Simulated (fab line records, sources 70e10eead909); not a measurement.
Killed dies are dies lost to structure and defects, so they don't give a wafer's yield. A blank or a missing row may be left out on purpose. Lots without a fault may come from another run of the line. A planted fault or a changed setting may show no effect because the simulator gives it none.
fab line records | flow nand_harc
record lots=19 wafers=57 last_day=33
route steps=1302 shown A_STAIRCASE@809 A_SGD_CUT@908 A_CONTACT@1018
lots that met no fault: from a run of the same line without faults
start_h: hours from the record's first day to the start of the lot's first wafer shown | wait_h: hours since the lot's step before | " the same as in the row above | L1.1+2: a row that stands for several wafers | - no value, or no start given | * or withheld: withheld | < > ~ a bound
route shown NAME@n: a module of which the file shows steps, and the number in the route of the first | usual: mean/standard deviation of fault-free wafers | same: alike in all rows | chamber/n: place in a boat | sites: the reading at each site | _std_site: their standard deviation | _edge_site: outer sites' mean less inner sites' | radius_mm: how far each site lies from the wafer's centre | mask NAME#n: copy n | behind: the tool/chamber that last shaped the wafer | hold: why the lot was held/for how many hours/how that ended | device: the transistor (n, p or np) that didn't switch | end of line: the same wafers' tests at the end of the route | a step without rows: its recipe alone | killed: dies lost to structure and defects at the first sort, not the wafer's yield | map: a wafer's dies, x killed, . not, _ none there
set.NAME: the setting as run; set.NAME@STEP: as run at that earlier step | model.NAME: the simulator's own value behind a step, which no gauge read
steps of the route over a sample of lots; a table a step, a row a wafer
services: from which hour (start_h, from the record's first day; less than 0 if before it) a tool's chamber was out of use, for how many hours, and why
## steps
# step NHARC_A_STAIRCASE_HM_OPEN_460
# recipe o2_flow_sccm=400 cos_flow_sccm=20 ar_flow_sccm=0 rf_w=500 bias_w=300 chemistry=O2/COS
# usual bias_w=300.2/0.82 drypump_motor_current_A=5.7/0.4 oes_product_au=1.008/0.012 rf_fwd_power_W=499.1/1.6 rf_vpp_V=468/3.1 showerhead_plenum_p_Torr=3.18/0.14 throttle_valve_pct=28.331/0.0089
# columns lot.wafer tool chamber start_h wait_h bias_w drypump_motor_current_A oes_product_au rf_fwd_power_W rf_hours_counter_h rf_vpp_V showerhead_plenum_p_Torr throttle_valve_pct
L074.3 rie_diel-02 2 - - 300.7 6.1 1.008 500.8 44 463 2.96 28.338
L074.4 " 1 " " 300.5 6.2 1.002 499.1 50 468 3.13 28.329
L074.5 " 3 " " 300.1 5.5 0.996 500.2 - 472 3.35 28.330
L075.3 rie_diel-02 0 - - 299.3 6.1 0.993 496.9 57 465 3.04 28.331
L075.4 " 1 " " 301.2 6.3 0.996 502.6 52 467 3.13 28.341
L075.6 " 3 " " 298.2 5.6 0.997 498.4 - 472 3.35 28.327
L076.1 rie_diel-01 1 - - 300.3 6.1 1.006 499.6 4 467 3.07 28.334
L076.2 " 3 " " 300.8 5.7 1.018 498.0 5 472 3.32 28.320
L076.5 " 1 " " 299.8 6.1 1.007 500.2 - 466 3.07 28.339
L078.3 rie_diel-10 3 - - 299.5 5.9 1.001 500.8 54 469 3.22 28.348
L078.1 " 1 " " 300.8 5.7 1.030 499.6 63 468 3.13 28.335
L078.6 " 3 " " 298.7 5.9 1.007 502.2 - 470 3.22 28.324
L077.4 rie_diel-02 0 - - 302.2 6.1 1.008 501.9 5 465 3.04 28.328
L077.3 " 1 " " 299.6 6.3 1.009 497.9 5 467 3.13 28.336
L077.2 " 2 " " 298.7 6.1 1.005 498.0 9 463 2.95 28.336
L079.3 rie_diel-10 2 - - 300.5 5.4 1.024 497.5 0 473 3.37 28.325
L079.1 " 0 " " 300.7 5.5 1.007 497.6 0 472 3.34 28.350
L079.4 " 0 " " 300.2 5.5 1.007 499.4 - 472 3.34 28.340
L080.1 rie_diel-02 2 - - 300.2 6.1 1.008 499.7 14 463 2.95 28.344
L080.2 " 3 " " 300.1 5.5 0.990 498.7 15 472 3.34 28.340
L080.4 " 1 " " 300.0 6.3 1.017 501.3 10 468 3.13 28.319
L081.3 rie_diel-02 1 - - 298.0 6.2 1.020 500.2 13 467 3.12 28.336
L081.2 " 0 " " 300.2 6.2 1.014 496.4 14 464 3.03 28.323
L081.6 " 1 " " 298.9 6.3 1.020 497.7 - 468 3.13 28.312
L084.2 rie_diel-01 0 - - 300.1 4.7 1.017 500.9 30 468 3.11 28.332
L084.3 " 3 " " 299.8 5.7 0.996 497.3 32 471 3.31 28.334
L084.5 " 0 " " 299.6 4.7 1.021 497.7 - 466 3.11 28.337
L085.2 rie_diel-10 1 - - 301.8 5.7 1.019 501.9 12 468 3.13 28.327
L085.6 " 0 " " 299.9 5.5 1.001 498.5 - 472 3.33 28.312
L085.5 " 1 " " 301.0 5.8 1.024 500.6 - 466 3.13 28.326
L086.1 rie_diel-02 3 - - 300.2 5.5 0.988 502.8 32 473 3.33 28.315
L086.2 " 0 " " 299.2 6.1 1.019 497.8 31 466 3.02 28.333
L086.6 " 0 " " 301.1 6.2 1.021 500.9 - 464 3.02 28.323
L087.1 rie_diel-10 1 - - 299.6 5.7 1.023 499.4 15 466 3.13 28.340
L087.4 " 2 " " 300.4 5.4 1.027 502.1 - 472 3.36 28.339
L087.5 " 1 " " 298.9 5.8 1.028 499.4 - 468 3.12 28.326
L089.4 rie_diel-10 2 - - 299.7 5.4 1.013 497.8 23 472 3.36 28.328
L089.6 " 1 " " 299.6 5.7 1.021 501.9 - 466 3.12 28.326
L089.5 " 2 " " 300.2 5.4 1.022 497.7 - 472 3.36 28.340
L088.3 rie_diel-01 1 - - 301.9 6.1 1.000 498.6 43 466 3.06 28.324
L088.2 " 2 " " 299.2 5.8 0.988 501.4 49 473 3.32 28.334
L088.6 " 0 " " 300.7 4.7 1.014 498.7 - 467 3.11 28.339
L091.1 rie_diel-01 3 - - 302.1 5.7 0.997 497.9 58 471 3.29 28.325
L091.6 " 0 " " 299.9 4.7 1.018 498.6 - 467 3.10 28.316
L091.5 " 1 " " 300.2 6.1 1.003 496.6 - 468 3.05 28.324
L090.1 rie_diel-01 2 - - 300.1 5.9 0.994 498.0 58 470 3.31 28.331
L090.3 " 3 " " 300.4 5.7 0.998 497.7 59 472 3.29 28.316
L090.5 " 0 " " 299.4 4.7 1.020 499.4 - 465 3.10 28.328
L093.1 rie_diel-10 3 - - 300.3 5.9 0.986 497.9 43 469 3.19 28.327
L093.2 " 0 " " 299.2 5.4 1.009 497.1 44 471 3.32 28.319
L093.5 " 2 " " 299.4 5.4 1.010 499.1 - 473 3.35 28.336
L096.4 rie_diel-02 2 - - 300.0 6.1 1.031 496.6 8 463 2.92 28.344
L096.2 " 3 " " 299.5 5.5 0.996 502.4 6 471 3.32 28.348
L096.6 " 0 " " 300.6 6.1 1.000 500.4 - 463 3.01 28.325
L097.4 rie_diel-01 0 - - 301.2 4.7 1.016 499.4 13 467 3.10 28.326
L097.3 " 1 " " 300.3 6.1 1.026 497.4 14 465 3.04 28.338
L097.5 " 3 " " 300.7 5.6 1.006 499.8 - 471 3.28 28.342
# step NHARC_A_STAIRCASE_ETCH_453
# recipe target_depth_a=300 overetch_a=30 time_s=16.5 ion_energy_ev=100 cf4_flow_sccm=80 o2_flow_sccm=20 ar_flow_sccm=0 rf_w=300 bias_w=100 chemistry=CF4/O2
# usual bias_w=100.00/0.3 drypump_motor_current_A=5.7/0.44 oes_ar_750_au=1.001/0.0048 oes_product_au=1.007/0.012 rf_fwd_power_W=293.8/1.7 rf_vpp_V=198.1/1.4 showerhead_plenum_p_Torr=1.35/0.063 throttle_valve_pct=13.398/0.0086
# columns lot.wafer tool chamber start_h wait_h bias_w drypump_motor_current_A oes_ar_750_au oes_product_au rf_fwd_power_W rf_hours_counter_h rf_vpp_V showerhead_plenum_p_Torr throttle_valve_pct
L074.3 rie_diel-10 3 - - 100.01 5.9 1.000 1.003 294.2 46 197.9 1.38 13.403
L074.4 " 0 " " 100.00 5.4 1.013 1.021 292.3 46 200.2 1.43 13.404
L074.5 " 3 " " 99.75 5.9 1.010 0.999 294.7 - 199.0 1.38 13.393
L075.4 rie_diel-10 3 - - 99.83 5.9 1.000 0.993 294.2 49 197.7 1.38 13.399
L075.3 " 0 " " 99.74 5.4 1.001 1.003 293.2 49 200.9 1.44 13.403
L075.6 " 1 " " 100.23 5.7 1.001 1.019 296.8 - 197.1 1.34 13.404
L076.2 rie_diel-10 2 - - 99.65 5.4 1.002 1.002 294.8 48 197.8 1.24 13.401
L076.1 " 1 " " 99.90 5.7 1.000 1.021 296.9 62 198.9 1.34 13.395
L076.5 " 3 " " 99.47 5.9 0.996 0.998 295.5 - 198.8 1.38 13.402
L078.1 rie_diel-02 1 - - 100.12 6.2 1.003 1.022 292.3 6 198.4 1.34 13.407
L078.3 " 2 " " 99.94 6.1 0.999 1.020 290.4 10 194.9 1.26 13.393
L078.6 " 0 " " 100.40 6.1 1.002 1.014 292.6 - 196.2 1.30 13.395
L077.3 rie_diel-10 0 - - 99.91 5.4 0.996 1.017 292.8 56 198.0 1.43 13.394
L077.2 " 2 " " 100.49 5.4 1.013 1.012 294.4 51 195.6 1.24 13.386
L077.4 " 3 " " 100.03 5.9 1.004 0.999 293.8 - 198.1 1.38 13.393
L079.1 rie_diel-01 3 - - 100.60 5.7 1.002 1.014 291.9 17 201.1 1.42 13.407
L079.4 " 0 " " 99.31 4.7 1.004 1.015 294.0 17 198.0 1.33 13.391
L079.3 " 1 " " 100.18 6.0 1.011 1.010 290.8 19 198.0 1.31 13.410
L080.2 rie_diel-02 1 - - 100.19 6.2 0.995 1.009 291.3 13 197.7 1.34 13.397
L080.4 " 2 " " 99.89 6.1 0.995 0.993 294.3 17 196.7 1.26 13.388
L080.1 " 3 " " 100.20 5.5 0.995 0.994 294.3 17 200.6 1.43 13.411
L081.3 rie_diel-01 3 - - 100.17 5.6 0.999 1.005 292.4 23 200.3 1.42 13.391
L081.2 " 2 " " 100.21 5.9 1.001 0.996 296.4 23 199.6 1.43 13.405
L081.6 " 3 " " 100.34 5.6 1.003 0.999 292.3 - 199.0 1.42 13.386
L084.2 rie_diel-01 3 - - 99.61 5.7 1.000 1.002 294.8 35 198.9 1.42 13.383
L084.3 " 2 " " 100.16 5.9 0.999 0.994 295.6 34 200.4 1.42 13.403
L084.5 " 3 " " 99.33 5.6 1.005 1.019 292.4 - 198.3 1.42 13.395
L085.2 rie_diel-01 2 - - 100.40 5.8 1.001 0.998 296.7 39 198.6 1.42 13.408
L085.5 " 2 " " 99.76 5.9 0.995 0.997 297.4 - 200.4 1.42 13.395
L085.6 " 3 " " 99.94 5.6 1.001 1.017 293.0 - 199.4 1.42 13.400
L086.1 rie_diel-01 1 - - 100.02 6.1 1.005 1.011 292.0 37 196.1 1.31 13.408
L086.2 " 0 " " 99.34 4.7 1.002 1.022 295.0 36 197.1 1.33 13.383
L086.6 " 1 " " 100.21 6.1 1.007 1.006 291.7 - 198.6 1.31 13.407
L087.4 rie_diel-10 3 - - 99.78 5.9 0.994 0.996 293.5 23 197.2 1.37 13.401
L087.1 " 0 " " 100.47 5.4 0.996 1.001 292.4 24 199.8 1.43 13.400
L087.5 " 3 " " 99.90 5.9 0.993 1.001 294.6 - 198.5 1.37 13.398
L089.4 rie_diel-02 3 - - 100.57 5.5 0.998 0.993 295.3 39 199.6 1.42 13.394
L089.6 " 1 " " 100.00 6.2 0.999 1.029 291.4 - 197.7 1.33 13.396
L089.5 " 2 " " 100.17 6.1 1.002 1.010 293.4 - 196.5 1.25 13.393
L088.2 rie_diel-02 0 - - 99.79 6.1 0.995 1.010 291.4 41 197.9 1.29 13.398
L088.3 " 3 " " 100.35 5.5 1.001 0.998 293.2 41 198.7 1.42 13.401
L088.6 " 1 " " 99.89 6.2 1.000 1.033 294.5 - 196.3 1.33 13.396
L091.1 rie_diel-02 3 - - 99.89 5.5 1.005 0.976 294.9 46 200.4 1.42 13.391
L091.5 " 1 " " 100.24 6.2 0.999 1.012 292.5 - 197.4 1.33 13.415
L091.6 " 2 " " 99.53 6.1 1.000 1.009 292.0 - 197.9 1.25 13.375
L090.1 rie_diel-01 0 - - 99.84 4.7 0.998 1.007 296.0 52 198.6 1.33 13.400
L090.3 " 2 " " 100.10 5.8 1.004 0.990 295.8 61 199.3 1.42 13.388
L090.5 " 0 " " 99.88 4.7 0.994 1.017 296.4 - 196.2 1.33 13.390
L093.2 rie_diel-01 3 - - 99.81 5.6 1.006 1.007 292.4 6 198.8 1.41 13.416
L093.1 " 2 " " 100.50 5.9 0.997 0.992 297.9 6 199.9 1.42 13.405
L093.5 " 0 " " 100.26 4.7 1.003 0.993 294.6 - 198.6 1.33 13.416
L096.2 rie_diel-02 1 - - 99.97 6.2 0.999 1.002 292.9 9 197.2 1.33 13.389
L096.4 " 2 " " 100.07 6.1 0.999 1.017 294.1 9 196.8 1.25 13.384
L096.6 " 3 " " 100.36 5.5 1.009 0.990 293.4 - 200.9 1.42 13.395
L097.4 rie_diel-01 0 - - 100.40 4.7 1.005 0.999 294.6 15 198.0 1.32 13.416
L097.3 " 1 " " 100.46 6.1 0.998 1.012 292.5 15 197.4 1.30 13.391
L097.5 " 3 " " 99.95 5.7 0.999 1.007 292.7 - 199.5 1.41 13.395
# step NHARC_A_STAIRCASE_ETCH_315
# recipe target_depth_a=25000 time_s=607.1 ion_energy_ev=800 c4f8_flow_sccm=80 o2_flow_sccm=60 ar_flow_sccm=withheld rf_w=600 bias_w=3000 chemistry=C4F8/O2/Ar
# usual bias_w=3000/9.6 oes_product_au=0.939/0.012 rf_fwd_power_W=599.3/1.6 rf_vpp_V=1831/12
# columns lot.wafer tool chamber start_h wait_h bias_w oes_product_au rf_fwd_power_W rf_hours_counter_h rf_vpp_V
L074.4 rie_diel-10 0 - - 3012 0.945 598.9 46 1844
L074.3 " 1 " " 2996 0.948 594.1 54 1828
L074.5 " 1 " " 3004 0.954 598.3 - 1828
L075.4 rie_diel-10 1 - - 3013 0.948 600.9 58 1828
L075.3 " 2 " " 3003 0.934 598.9 43 1808
L075.6 " 0 " " 3012 0.941 599.5 - 1844
L076.1 rie_diel-10 0 - - 2999 0.940 601.7 52 1844
L076.2 " 2 " " 3001 0.943 601.7 48 1808
L076.5 " 0 " " 3005 0.943 597.9 - 1845
L078.3 rie_diel-02 2 - - 3009 0.961 600.2 10 1813
L078.1 " 3 " " 3001 0.931 601.8 9 1843
L078.6 " 1 " " 2997 0.965 597.9 - 1827
L077.2 rie_diel-10 3 - - 3003 0.927 599.7 57 1834
L077.3 " 2 " " 3000 0.941 601.4 51 1807
L077.4 " 3 " " 3010 0.934 598.2 - 1833
L079.4 rie_diel-01 0 - - 3022 0.947 598.7 17 1827
L079.3 " 1 " " 3005 0.938 596.6 19 1821
L079.1 " 3 " " 2998 0.948 596.7 17 1843
L080.2 rie_diel-02 0 - - 2983 0.949 598.3 13 1819
L080.4 " 1 " " 2983 0.956 597.2 13 1826
L080.1 " 2 " " 3005 0.933 599.0 17 1813
L081.3 rie_diel-01 2 - - 2985 0.935 599.4 23 1845
L081.2 " 1 " " 2993 0.929 601.7 24 1822
L081.6 " 2 " " 3008 0.930 599.7 - 1843
L084.2 rie_diel-01 2 - - 2979 0.913 600.1 35 1844
L084.3 " 0 " " 3004 0.948 595.7 31 1825
L084.5 " 2 " " 2994 0.915 599.9 - 1842
L085.2 rie_diel-01 0 - - 2990 0.955 600.9 33 1826
L085.5 " 0 " " 2998 0.955 601.4 - 1827
L085.6 " 1 " " 3011 0.932 599.1 - 1819
L086.1 rie_diel-01 2 - - 3012 0.931 597.0 42 1842
L086.2 " 0 " " 3005 0.956 597.7 36 1826
L086.6 " 2 " " 3011 0.929 600.4 - 1841
L087.4 rie_diel-10 3 - - 3009 0.936 598.5 23 1834
L087.1 " 1 " " 2986 0.959 598.8 17 1828
L087.5 " 3 " " 3010 0.928 598.2 - 1833
L089.4 rie_diel-02 3 - - 2976 0.924 600.8 39 1842
L089.5 " 2 " " 2991 0.935 597.9 - 1812
L089.6 " 3 " " 2989 0.920 601.7 - 1843
L088.3 rie_diel-02 3 - - 3002 0.925 599.9 41 1844
L088.2 " 0 " " 3006 0.949 599.3 41 1818
L088.6 " 2 " " 3014 0.949 598.2 - 1810
L091.1 rie_diel-02 1 - - 3000 0.960 597.5 49 1827
L091.6 " 2 " " 3008 0.957 599.6 - 1810
L091.5 " 3 " " 3000 0.928 597.7 - 1843
L090.3 rie_diel-01 1 - - 3007 0.934 600.5 53 1822
L090.1 " 2 " " 3000 0.931 597.2 61 1842
L090.5 " 2 " " 3004 0.925 599.0 - 1842
L093.1 rie_diel-01 2 - - 3006 0.921 600.6 6 1842
L093.2 " 0 " " 3001 0.927 601.2 5 1826
L093.5 " 2 " " 2997 0.925 599.7 - 1841
L096.4 rie_diel-02 3 - - 2984 0.925 600.2 8 1842
L096.2 " 0 " " 3003 0.923 598.3 8 1817
L096.6 " 3 " " 2981 0.928 600.3 - 1844
L097.4 rie_diel-01 1 - - 3001 0.940 598.8 15 1821
L097.3 " 2 " " 2998 0.930 596.0 17 1840
L097.5 " 1 " " 2997 0.948 600.0 - 1821
# step NHARC_A_SGD_CUT_ETCH_16
# recipe target_depth_a=3105 time_s=155.2 c4f8_flow_sccm=withheld o2_flow_sccm=8 ar_flow_sccm=withheld rf_w=600 bias_w=800 chemistry=C4F8/O2/Ar
# usual bias_w=799.9/2.5 oes_product_au=0.964/0.017 rf_fwd_power_W=597.4/1.6 rf_vpp_V=722/4.1
# columns lot.wafer tool chamber start_h wait_h bias_w oes_product_au rf_fwd_power_W rf_hours_counter_h rf_vpp_V
L074.3 rie_diel-04 1 - - 797.4 0.967 596.8 5 729
L074.4 " 2 " " 798.4 0.950 597.8 4 718
L074.5 " 0 " " 801.3 0.983 597.5 - 720
L075.3 rie_diel-11 0 - - 800.8 0.992 597.2 2 719
L075.4 " 1 " " 799.0 0.962 597.4 2 716
L075.6 " 2 " " 799.3 0.979 594.8 - 724
L076.2 rie_diel-12 1 - - 798.9 0.978 597.7 0 724
L076.1 " 2 " " 802.4 0.977 596.5 0 723
L076.5 " 0 " " 802.9 0.980 597.1 - 719
L077.2 rie_diel-12 1 - - 797.2 0.970 595.3 1 727
L077.4 " 2 " " 798.1 0.978 594.3 1 723
L077.3 " 3 " " 800.4 0.970 596.6 1 723
L078.1 rie_diel-11 1 - - 800.0 0.967 597.2 4 716
L078.3 " 2 " " 800.3 0.967 597.9 4 724
L078.6 " 3 " " 801.1 0.967 598.1 - 730
L079.1 rie_diel-12 0 - - 797.4 0.972 596.2 2 722
L079.3 " 2 " " 797.9 0.966 596.8 3 722
L079.4 " 3 " " 801.9 0.951 600.7 2 725
L080.4 rie_diel-11 2 - - 797.5 0.982 595.9 6 725
L080.1 " 0 " " 802.6 0.980 598.5 6 720
L080.2 " 1 " " 802.4 0.960 596.0 6 716
L081.3 rie_diel-04 0 - - 797.7 0.992 600.9 10 721
L081.2 " 1 " " 801.7 0.983 599.3 9 731
L081.6 " 0 " " 800.9 0.989 598.8 - 721
L085.2 rie_diel-12 3 - - 800.0 0.975 599.9 4 724
L085.5 " 2 " " 800.1 0.969 598.3 - 721
L085.6 " 3 " " 796.0 0.989 601.0 - 722
L084.3 rie_diel-11 2 - - 798.9 0.940 596.1 11 725
L084.2 " 3 " " 804.8 0.932 599.5 9 729
L084.5 " 2 " " 802.3 0.938 598.2 - 724
L087.4 rie_diel-11 0 - - 799.1 0.972 597.4 11 720
L087.1 " 1 " " 798.3 0.952 594.6 12 717
L087.5 " 0 " " 798.6 0.976 598.4 - 719
L086.1 rie_diel-12 0 - - 801.5 0.952 596.4 5 721
L086.2 " 3 " " 800.7 0.933 597.7 5 723
L086.6 " 1 " " 799.0 0.953 597.3 - 724
L089.4 rie_diel-11 1 - - 802.3 0.964 597.2 13 716
L089.5 " 0 " " 803.1 0.957 600.7 - 719
L089.6 " 1 " " 802.0 0.956 598.1 - 718
L088.2 rie_diel-12 2 - - 798.3 0.932 595.5 6 723
L088.3 " 0 " " 804.0 0.957 597.0 6 720
L088.6 " 1 " " 794.8 0.955 598.4 - 725
L091.1 rie_diel-12 2 - - 798.9 0.963 596.4 7 721
L091.6 " 0 " " 800.3 0.958 594.1 - 720
L091.5 " 1 " " 800.4 0.986 601.1 - 725
L090.3 rie_diel-12 0 - - 798.7 0.940 593.3 8 720
L090.1 " 1 " " 795.9 0.958 596.9 8 725
L090.5 " 0 " " 799.7 0.935 598.6 - 721
L093.1 rie_diel-04 3 - - 801.1 0.970 595.2 5 719
L093.2 " 0 " " 799.8 0.979 595.1 5 720
L093.5 " 2 " " 798.1 0.972 597.8 - 719
L097.4 rie_diel-04 3 - - 794.4 0.951 600.8 8 719
L097.3 " 1 " " 800.4 0.977 596.8 8 730
L097.5 " 2 " " 799.7 0.957 598.5 - 718
L096.2 rie_diel-12 0 - - 799.0 0.932 599.0 1 720
L096.4 " 1 " " 802.2 0.957 595.6 - 726
L096.6 " 3 " " 799.2 0.951 596.7 - 724
# step NHARC_A_CONTACT_ETCH_90
# recipe target_depth_a=400 over_etch_frac=0.5 time_s=85.7 ion_energy_ev=120 ch3f_flow_sccm=50 o2_flow_sccm=30 ar_flow_sccm=200 rf_w=500 bias_w=100 chemistry=CH3F/O2
# usual bias_w=99.96/0.27 drypump_motor_current_A=5.8/0.31 oes_product_au=0.96/0.038 rf_fwd_power_W=496.8/1.5 rf_vpp_V=244.8/1.5 showerhead_plenum_p_Torr=2.49/0.088 throttle_valve_pct=20.662/0.0091
# same over_etch_frac=0.5
# columns lot.wafer tool chamber start_h wait_h bias_w drypump_motor_current_A oes_product_au rf_fwd_power_W rf_hours_counter_h rf_vpp_V showerhead_plenum_p_Torr throttle_valve_pct
L074.3 rie_diel-05 3 504.63 0.7 100.10 5.7 0.98 496.5 17 248.0 2.56 20.655
L074.4 " 0 " " 99.68 5.7 0.95 499.2 - 245.0 2.48 20.670
L074.5 " 3 " " 100.33 5.7 0.98 496.7 - 245.0 2.56 20.648
L075.4 rie_diel-05 0 509.44 0.7 99.71 5.7 1.00 496.1 16 244.0 2.48 20.668
L075.3 " 1 " " 99.80 6.0 0.99 497.9 16 244.9 2.50 20.661
L075.6 " 2 " " 99.90 6.2 1.01 493.8 - 243.6 2.35 20.664
L076.2 rie_diel-05 0 518.39 0.9 99.64 5.7 0.93 496.2 18 243.5 2.48 20.671
L076.1 " 2 " " 100.05 6.1 0.93 498.2 19 243.1 2.35 20.665
L076.5 " 3 " " 99.83 5.7 0.94 495.7 - 246.3 2.55 20.671
L078.1 rie_diel-05 0 529.98 0.8 99.71 5.7 0.99 496.7 20 243.8 2.47 20.654
L078.3 " 1 " " 100.07 6.0 0.98 499.6 20 245.0 2.49 20.648
L078.6 " 0 " " 100.54 5.7 1.00 495.6 - 244.2 2.48 20.654
L077.2 rie_diel-01 1 530.39 0.8 99.89 6.1 0.94 496.6 44 244.4 2.40 20.652
L077.4 " 2 " " 100.22 5.9 0.92 499.0 51 247.2 2.61 20.672
L077.3 " 3 " " 99.90 5.7 0.93 494.0 51 246.7 2.60 20.668
L080.4 rie_diel-01 1 551.49 0.7 99.61 6.1 0.93 494.5 52 242.8 2.40 20.673
L080.1 " 2 " " 99.92 5.8 0.92 498.6 61 246.4 2.61 20.661
L080.2 " 3 " " 99.99 5.6 0.92 494.3 61 246.8 2.60 20.665
L079.4 rie_diel-05 1 555.68 0.7 100.26 6.0 0.91 496.3 25 245.1 2.49 20.652
L079.3 " 2 " " 100.32 6.1 0.93 496.6 25 241.1 2.34 20.668
L079.1 " 3 " " 100.20 5.7 0.94 497.1 25 246.0 2.55 20.668
L081.2 rie_diel-05 1 567.40 0.8 99.46 6.0 0.96 497.3 26 244.5 2.49 20.662
L081.3 " 0 " " 100.00 5.7 0.99 497.3 27 245.7 2.47 20.657
L081.6 " 1 " " 99.75 6.0 0.97 497.7 - 244.7 2.49 20.658
L084.3 rie_diel-05 3 595.23 0.7 100.27 5.7 0.99 498.6 0 244.8 2.55 20.654
L084.2 " 1 " " 99.69 6.0 0.98 498.8 1 243.9 2.49 20.665
L084.5 " 2 " " 100.04 6.1 1.01 496.1 - 243.2 2.34 20.658
L085.2 rie_diel-05 0 598.09 0.8 99.63 5.7 1.01 496.9 1 245.9 2.47 20.664
L085.5 " 3 " " 100.03 5.7 1.00 494.8 - 245.7 2.55 20.648
L085.6 " 0 " " 99.64 5.7 1.00 496.2 - 245.1 2.47 20.654
L086.1 rie_diel-01 2 609.77 0.9 99.84 5.9 0.99 495.8 17 244.8 2.60 20.666
L086.2 " 0 " " 99.84 4.7 1.00 498.1 15 243.5 2.44 20.671
L086.6 " 2 " " 99.25 5.9 0.99 496.8 - 246.6 2.60 20.661
L087.4 rie_diel-01 3 611.50 0.7 99.93 5.7 1.01 494.7 17 244.8 2.59 20.651
L087.1 " 0 " " 99.87 4.7 1.00 498.0 15 243.2 2.44 20.665
L087.5 " 2 " " 100.03 5.8 0.99 496.5 - 245.3 2.60 20.653
L088.3 rie_diel-05 3 632.50 0.7 100.08 5.7 0.91 495.3 9 244.9 2.55 20.665
L088.2 " 0 " " 99.51 5.7 0.93 494.5 11 243.9 2.47 20.648
L088.6 " 2 " " 100.06 6.0 0.93 497.3 - 242.0 2.34 20.664
L089.4 rie_diel-05 2 633.06 0.7 100.29 6.0 1.00 496.9 9 243.3 2.34 20.651
L089.5 " 0 " " 99.99 5.7 0.99 497.3 - 246.0 2.47 20.662
L089.6 " 1 " " 100.08 6.0 0.97 498.5 - 244.1 2.49 20.669
L090.1 rie_diel-10 3 654.18 0.9 100.23 6.0 0.97 498.7 13 245.3 2.51 20.652
L090.3 " 0 " " 100.00 5.4 1.00 496.4 13 245.5 2.61 20.652
L090.5 " 2 " " 100.18 5.4 1.00 497.2 - 247.2 2.63 20.675
L091.1 rie_diel-05 2 657.34 0.8 99.78 6.1 0.94 496.3 13 241.5 2.34 20.636
L091.5 " 2 " " 99.83 6.1 0.94 496.6 - 242.6 2.34 20.674
L091.6 " 3 " " 99.62 5.7 0.90 495.0 - 245.8 2.54 20.645
L093.1 rie_diel-05 3 686.38 0.8 99.81 5.7 0.92 497.6 19 246.0 2.54 20.670
L093.2 " 2 " " 99.71 6.1 0.95 495.9 17 241.5 2.33 20.666
L093.5 " 2 " " 99.80 6.2 0.95 497.7 - 242.5 2.33 20.661
L096.2 rie_diel-05 2 715.72 1.3 99.91 6.0 0.93 494.1 26 243.9 2.33 20.670
L096.4 " 1 " " 100.15 6.0 0.90 496.5 24 244.7 2.48 20.681
L096.6 " 2 " " 100.46 6.1 0.93 495.3 - 243.3 2.33 20.652
L097.3 rie_diel-10 2 721.58 0.7 99.76 5.4 0.93 498.1 35 246.8 2.62 20.675
L097.4 " 3 " " 99.79 5.9 0.91 495.1 32 245.1 2.50 20.666
L097.5 " 1 " " 99.80 5.7 0.92 498.7 - 242.6 2.43 20.670
# step NHARC_A_CONTACT_ETCH_124
# recipe source_w=withheld pressure_mtorr=20 bias_v=withheld time_s=140 target_depth_a=7000 ar_flow_sccm=withheld c4f8_flow_sccm=withheld o2_flow_sccm=withheld chemistry=C4F8/O2/Ar
# columns lot.wafer tool chamber start_h wait_h rf_hours_counter_h
L074.3 har_cap_etch-03 1 513.71 - -
L074.4 " 0 " " -
L074.5 " 0 " " -
L075.4 har_cap_etch-02 1 516.63 - -
L075.3 " 0 " " -
L075.6 " 1 " " -
L076.1 har_cap_etch-01 1 525.27 - 2
L076.2 " 0 " " 2
L076.5 " 0 " " -
L078.1 har_cap_etch-03 0 536.70 - 48
L078.3 " 1 " " -
L078.6 " 0 " " -
L077.2 har_cap_etch-01 1 538.71 - 6
L077.4 " 1 " " -
L077.3 " 0 " " -
L080.1 har_cap_etch-03 1 561.57 - 51
L080.2 " 0 " " 51
L080.4 " 0 " " -
L079.1 har_cap_etch-02 0 565.42 - 93
L079.3 " 0 " " -
L079.4 " 1 " " -
L081.2 har_cap_etch-03 1 578.14 - 55
L081.3 " 1 " " -
L081.6 " 1 " " -
L084.2 har_cap_etch-03 0 602.00 - 60
L084.3 " 0 " " -
L084.5 " 0 " " -
L085.2 har_cap_etch-01 0 607.50 - 20
L085.5 " 0 " " -
L085.6 " 1 " " -
L086.2 har_cap_etch-02 1 620.86 - 104
L086.1 " 0 " " 104
L086.6 " 0 " " -
L087.1 har_cap_etch-03 1 622.46 - 64
L087.4 " 1 " " -
L087.5 " 0 " " -
L088.2 har_cap_etch-01 1 641.43 - 26
L088.3 " 0 " " -
L088.6 " 1 " " -
L089.4 har_cap_etch-02 0 641.98 - -
L089.6 " 0 " " -
L089.5 " 1 " " -
L090.1 har_cap_etch-01 0 661.81 - 30
L090.3 " 1 " " -
L090.5 " 1 " " -
L091.1 har_cap_etch-02 1 665.56 - 112
L091.5 " 0 " " -
L091.6 " 1 " " -
L093.1 har_cap_etch-02 0 694.84 - 116
L093.2 " 1 " " 116
L093.5 " 1 " " -
L096.2 har_cap_etch-03 0 723.06 - 81
L096.4 " 0 " " -
L096.6 " 0 " " -
L097.4 har_cap_etch-02 0 729.17 - -
L097.3 " 1 " " -
L097.5 " 0 " " -
## services
# columns tool chamber start_h hours kind
rie_diel-10 0 368.82 15.9 repair
rie_diel-01 - 380.96 9.0 pm
rie_diel-02 - 393.71 9.0 pm
rie_diel-10 0 405.13 4.4 repair
rie_diel-05 - 407.10 9.0 pm
rie_diel-10 - 422.96 9.0 pm
rie_diel-01 0 429.08 2.5 repair
rie_diel-10 1 463.91 12.3 repair
rie_diel-10 0 498.78 5.2 repair
rie_diel-02 0 511.33 1.3 repair
rie_diel-10 0 539.17 2.1 repair
rie_diel-02 1 551.20 4.7 repair
rie_diel-01 - 557.96 9.0 pm
rie_diel-02 - 570.74 9.0 pm
rie_diel-10 0 593.91 3.1 repair
rie_diel-10 - 599.96 9.0 pm
rie_diel-10 3 622.77 5.5 repair
rie_diel-01 3 636.36 2.6 repair
rie_diel-02 - 661.03 0.6 repair
rie_diel-01 3 676.46 1.4 repair
rie_diel-02 1 684.08 10.3 repair
rie_diel-10 0 710.45 4.6 repair
rie_diel-10 0 723.49 2.4 repair
rie_diel-01 - 724.20 8.3 repair
## key
fault none
